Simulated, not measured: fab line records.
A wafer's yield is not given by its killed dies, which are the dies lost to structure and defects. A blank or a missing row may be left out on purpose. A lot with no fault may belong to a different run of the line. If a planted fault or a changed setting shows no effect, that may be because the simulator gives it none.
One fault through the eyes of 2 desks + flow n5_finfet + numbers are kept per desk, each desk with only its own; the story behind them comes last

== THE METROLOGY DESK ==
Means of the sampled wafers that have a number, per lot and without regard to the tool the lot ran on: this is what the gauges read. Any lot whose mean is over 4 standard deviations away from the usual mean is out of limits and marked OUT; that distance is given in the brackets.
Columns: A = M15_RS at N5_BEOL_M15_RS_MEAS_54, usual 0.0216 ohm/sq; B = cd_nm at N5_MIM_TOP_LITHO_CD_MEAS_08, usual 1998.9 nm
| lot  | first seen here | A      | B      |
|------|-----------------|--------|--------|
| L541 | day 11 20:12    | 0.0211 | 1998.4 |
| L544 | day 11 22:08    | 0.0219 | 1999.5 |
| L548 | day 13 04:08    | 0.0215 | 1998.4 |
| L546 | day 13 04:15    | 0.0214 | 1999.1 |
| L549 | day 13 10:40    | 0.0214 | 1999.2 |
| L551 | day 14 01:55    | 0.0216 | 1996.6 |
| L550 | day 14 03:34    | 0.0219 | 1997.3 |
| L553 | day 14 13:10    | 0.0219 | 1999.8 |
| L555 | day 15 03:48    | 0.0217 | 1999.3 |
| L554 | day 15 04:31    | 0.0216 | 1998.9 |
| L561 | day 16 15:44    | 0.0216 | 1999.6 |
| L562 | day 16 16:10    | 0.0217 | 1998.1 |
This desk found nothing out of limits on any of the 12 lots.

== THE TOOL OWNER'S DESK: pvd_sputter-02 ==
The tool's own readings at N5_BEOL_M1_SPUTTER_92 (material Cu, target thk 4.5 nm, time 8.29 s): means of the sampled wafers that have a number, for each lot that ran on this tool. Any lot whose mean is over 4 standard deviations away from the usual mean is out of limits and marked OUT; that distance is given in the brackets.
Columns: A = chuck_gas_flow_sccm at N5_BEOL_M1_SPUTTER_92, usual 1.26 sccm; B = substrate_temp_c at N5_BEOL_M1_SPUTTER_92, usual -20.01 C; C = throttle_valve_pct at N5_BEOL_M1_SPUTTER_92, usual 29.9 %
| lot  | first seen here | A    | B      | C    |
|------|-----------------|------|--------|------|
| L544 | day 7 12:50     | 1.23 | -20.05 | 29.8 |
| L546 | day 8 03:59     | 1.26 | -20.02 | 29.8 |
| L548 | day 8 08:13     | 1.28 | -19.92 | 30.4 |
| L549 | day 8 12:31     | 1.22 | -20.05 | 29.7 |
| L551 | day 9 05:27     | 1.29 | -20.05 | 30.5 |
| L553 | day 9 16:49     | 1.23 | -20.07 | 30.1 |
| L554 | day 10 01:30    | 1.20 | -19.97 | 30.4 |
This desk found nothing out of limits on any of the 7 lots.

== PUT TOGETHER ==
At the metrology desk, nothing out of limits was observed.
Nothing out of limits was seen by the tool owner's desk.

== WHAT WAS PUT IN BY THE SIMULATOR ==
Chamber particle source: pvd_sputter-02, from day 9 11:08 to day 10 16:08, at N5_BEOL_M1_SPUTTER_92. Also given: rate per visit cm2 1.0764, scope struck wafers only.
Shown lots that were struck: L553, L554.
